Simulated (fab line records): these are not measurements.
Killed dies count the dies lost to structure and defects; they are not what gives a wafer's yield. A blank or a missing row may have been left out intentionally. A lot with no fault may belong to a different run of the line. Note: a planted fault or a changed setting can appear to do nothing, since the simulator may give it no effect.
Matching of chambers ; flow n5Finfet ; N5_GATE_CUT_HM_OPEN_40 on rieDiel-06 has 4 sister chambers
The step chemistry C4F6/O2, target SiO2, target depth 139 nm, time 85.1 s. 14 wafers are shown with their chamber, then 7 later ones without.

## WAFERS WITH THEIR CHAMBER
wafer;chamber;showerheadPlenumPTorr (Torr);rfVppV (V);oesProductAu (a.u.)
L076.1;1;2.82;628;0.63
L076.2;2;3.00;649;0.77
L076.4;0;2.92;673;0.60
L078.2;3;2.65;633;0.73
L078.3;1;2.82;628;0.62
L078.5;1;2.82;630;0.63
L080.1;1;2.82;628;0.62
L080.2;2;2.99;648;0.76
L080.4;3;2.65;632;0.73
L089.3;3;2.64;631;0.72
L089.4;1;2.81;629;0.60
L089.6;3;2.64;632;0.71
L092.2;3;2.64;630;0.71
L092.4;2;2.98;647;0.75

SIGNATURES (averages over the wafers above)
reading;chamber 0;chamber 1;chamber 2;chamber 3;scatter within a chamber
showerheadPlenumPTorr;2.9200;2.8180;2.9900;2.6440;0.00632
rfVppV;673.00;628.60;648.00;631.60;1.02
oesProductAu;0.6000;0.6200;0.7600;0.7200;0.011
Rule: distance of a wafer from a chamber = root of the sum over the readings of ((wafer's reading minus chamber's mean) / reading's scatter) squared. The wafer belongs to the nearest chamber; if the next one is less than 2 further off, it can't be placed. The scatter is the square root of a quotient: the sum, over the shown wafers, of each reading's squared deviation from its chamber's mean, divided by wafers minus chambers.

## WAFERS WHOSE CHAMBER IS MISSING
wafer;showerheadPlenumPTorr (Torr);rfVppV (V);oesProductAu (a.u.)
L092.5;2.98;648;0.75
L096.2;2.90;672;0.83
L096.4;2.64;632;0.70
L096.6;2.98;648;0.74
L097.2;2.90;673;0.84
L097.3;2.98;647;0.75
L097.4;2.64;631;0.70

## CHAMBER TAKEN BY EACH
wafer;from the rows above;in truth
L092.5;2;2
L096.2;0;0
L096.4;3;3
L096.6;2;2
L097.2;0;0
L097.3;2;2
L097.4;3;3
7 of 7 placed correctly. Can't be placed from these rows: 0. Placed wrongly: 0.
